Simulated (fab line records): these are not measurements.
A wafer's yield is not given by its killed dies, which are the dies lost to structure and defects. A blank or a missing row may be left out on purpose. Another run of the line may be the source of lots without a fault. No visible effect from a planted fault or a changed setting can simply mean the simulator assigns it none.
Chamber matching -- flow nand_harc -- 3 sister chambers for NHARC_THIN_TSV_DEP_47 on pecvd-01
The step deposits SiO2, target thk 200 nm. 6 wafers are shown with their chamber, then 7 later ones without.

== WAFERS PAIRED WITH THEIR CHAMBERS ==
wafer,chamber,throttle_valve_pct (%)
L770.2,1,15.2
L770.6,2,16.0
L771.4,1,15.1
L771.5,0,15.7
L782.1,0,15.9
L782.2,2,16.4

== WAFERS WITHOUT THEIR CHAMBER ==
wafer,throttle_valve_pct (%)
L782.3,15.7
L781.3,16.1
L781.4,16.3
L781.6,15.5
L784.1,16.0
L784.2,15.8
L784.4,15.9

== WHICH CHAMBER EACH ONE RAN IN ==
wafer,from the rows above,in truth
L782.3,0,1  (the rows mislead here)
L781.3,can't be placed: 2 or 0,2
L781.4,2,2
L781.6,can't be placed: 0 or 1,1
L784.1,can't be placed: 0 or 2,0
L784.2,0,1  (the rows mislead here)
L784.4,can't be placed: 0 or 2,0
Correct placement for 1 of the 7. From these rows, 4 cannot be placed; in 4 the true chamber is one of the candidates. 2 placed wrongly.
How it was worked out, from the rows above alone: a wafer's distance from a chamber is the root of the sum, over the readings, of the square of ((its reading less the chamber's mean) divided by the reading's scatter). The wafer belongs to the nearest chamber; if the next one is less than 2 further off, it can't be placed. The mean given for a chamber averages the wafers shown for that chamber. How the scatter is found: for the shown wafers, subtract from each reading the mean of its chamber, square and add these, divide the total by (wafers less chambers), then take the root.
